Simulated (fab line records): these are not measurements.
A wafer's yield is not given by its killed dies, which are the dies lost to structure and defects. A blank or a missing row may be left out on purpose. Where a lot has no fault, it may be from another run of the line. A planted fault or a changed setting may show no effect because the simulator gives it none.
Check for tools in common -- flow nandHarc -- Lots sampled 11, wafers sampled 33

== REASON FOR OPENING ==
At NHARC_P_BONDPAD_CD_MEAS_09 the reading cdNm is flagged on 2 of 11 lots. No-fault wafers: 500.0 nm, standard deviation 2.2.
Rule: a lot is flagged in two cases, either no wafer of it has a number, or all its wafers with numbers fall more than 4 standard deviations from that mean. The rest of the lots are taken to be sound.

lot,measured,on,"cdNm (nm), wafer by wafer",flag
L188,day 6 17:31,cdSem-01,503.6 502.1 500.1,
L190,day 6 21:22,cdSem-03,504.7 499.8 499.5,
L189,day 7 02:11,cdSem-03,502.0 502.8 502.0,
L191,day 7 07:40,cdSem-03,501.3 499.0 501.2,
L192,day 7 08:26,cdSem-03,501.0 500.0 502.4,
L195,day 8 06:15,cdSem-02,500.5 503.7 502.1,
L194,day 8 06:56,cdSem-01,503.9 501.1 500.7,
L201,day 10 00:05,cdSem-03,514.6 515.7 517.1,FLAGGED
L204,day 10 15:19,cdSem-02,519.0 516.7 515.7,FLAGGED
L208,day 11 14:32,cdSem-02,498.5 496.5 496.7,
L210,day 12 02:32,cdSem-01,499.5 502.8 499.6,
On average the flagged lots' numbers are 516.5 nm, which is +16.5 nm against the usual, or +7 standard deviations.

== EACH LOT AND THE TOOL IT RAN ON ==
Before the reading, the record contains 3 process steps out of a 1159-step route. Every cell lists first the tool, next ch and the chambers used by the sampled wafers, and last the start.
lot,flag,NHARC_P_M2_ETCH_28,NHARC_P_BONDPAD_CMP_32,NHARC_P_BONDPAD_EXPOSE_06
L188,,"rieDiel-03 ch 0,1,2, day 6 16:50 or earlier","cmp-02 ch 0,2,3, day 6 16:50","krfScanner-02 ch 0, day 6 17:22"
L190,,"rieDiel-06 ch 2,3, day 6 20:26 or earlier","cmp-04 ch 2,3, day 6 20:26","krfScanner-01 ch 0, day 6 21:13"
L189,,"rieDiel-06 ch 1,2,3, day 7 01:22 or earlier","cmp-04 ch 0,1,3, day 7 01:22","krfScanner-03 ch 0, day 7 02:01"
L191,,"rieDiel-06 ch 1,2, day 7 06:59 or earlier","cmp-04 ch 0,1,2, day 7 06:59","krfScanner-03 ch 0, day 7 07:31"
L192,,"rieDiel-06 ch 0,1,2, day 7 07:38 or earlier","cmp-02 ch 1,3, day 7 07:38","krfScanner-02 ch 0, day 7 08:17"
L195,,"rieDiel-06 ch 0,2,3, day 8 05:25 or earlier","cmp-04 ch 2,3, day 8 05:25","krfScanner-01 ch 0, day 8 06:05"
L194,,"rieDiel-03 ch 0,1,2, day 8 06:07 or earlier","cmp-02 ch 0,1,2, day 8 06:07","krfScanner-02 ch 0, day 8 06:47"
L201,FLAGGED,"rieDiel-05 ch 0,1,2, day 9 23:16 or earlier","cmp-03 ch 1,2,3, day 9 23:16","krfScanner-02 ch 0, day 9 23:56"
L204,FLAGGED,"rieDiel-06 ch 1,2,3, day 10 14:29 or earlier","cmp-04 ch 0,1,3, day 10 14:29","krfScanner-02 ch 0, day 10 15:09"
L208,,"rieDiel-06 ch 1,2,3, day 11 13:43 or earlier","cmp-03 ch 0,1,2, day 11 13:43","krfScanner-03 ch 0, day 11 14:23"
L210,,"rieDiel-06 ch 1,3, day 12 01:44 or earlier","cmp-03 ch 1,2,3, day 12 01:44","krfScanner-03 ch 0, day 12 02:23"
These steps, and what they do:
- NHARC_P_M2_ETCH_28: etches the open film in CF4/N2, target depth 30 nm, time 72.99 s.
- NHARC_P_BONDPAD_CMP_32: polishes SiCN, target thk 200 nm.
- NHARC_P_BONDPAD_EXPOSE_06: exposes mask P BPAD.
- NHARC_P_BONDPAD_CD_MEAS_09: target cd 500 nm.

== FLAGGED AGAINST TOTAL, ONE TOOL AT A TIME (gauges that did the reading follow at the end) ==
step,tool,lots run,flagged,share of the flagged lots,sound lots run after its first flagged lot
NHARC_P_M2_ETCH_28,rieDiel-03,2,0,none,-
NHARC_P_M2_ETCH_28,rieDiel-05,1,1,some,0
NHARC_P_M2_ETCH_28,rieDiel-06,8,1,some,"2 (L208,L210)"
NHARC_P_BONDPAD_CMP_32,cmp-02,3,0,none,-
NHARC_P_BONDPAD_CMP_32,cmp-03,3,1,some,"2 (L208,L210)"
NHARC_P_BONDPAD_CMP_32,cmp-04,5,1,some,0
NHARC_P_BONDPAD_EXPOSE_06,krfScanner-01,2,0,none,-
NHARC_P_BONDPAD_EXPOSE_06,krfScanner-02,5,2,all,0
NHARC_P_BONDPAD_EXPOSE_06,krfScanner-03,4,0,none,-
NHARC_P_BONDPAD_CD_MEAS_09,cdSem-01,3,0,none,-
NHARC_P_BONDPAD_CD_MEAS_09,cdSem-02,3,1,some,1 (L208)
NHARC_P_BONDPAD_CD_MEAS_09,cdSem-03,5,1,some,0
Because NHARC_P_M2_ETCH_28 lacks a start for some lots, the hours and order of its lots are taken from NHARC_P_BONDPAD_CMP_32.

== THE TABLE: WHAT IT ALLOWS ==
In the table, 1 row covers all flagged lots: krfScanner-02 at NHARC_P_BONDPAD_EXPOSE_06.
- krfScanner-02 at NHARC_P_BONDPAD_EXPOSE_06: 2 of its 5 lots flagged. A fault beginning between L194 (day 8 06:47), its last sound lot, and L201 (day 9 23:56), its first flagged one, fits the data. Its own readings lie more than 4 standard deviations out on every wafer of the flagged lots: exposureDoseMJCm2.
One tool is left: krfScanner-02 at NHARC_P_BONDPAD_EXPOSE_06.

== WHAT THE SIMULATOR PUT IN ==
Process parameter drift: krfScanner-02, from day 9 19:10 on, at NHARC_P_BONDPAD_EXPOSE_06. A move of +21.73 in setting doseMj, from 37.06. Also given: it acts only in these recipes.
Struck lots among those shown: L201, L204. The same result came from the rule above.
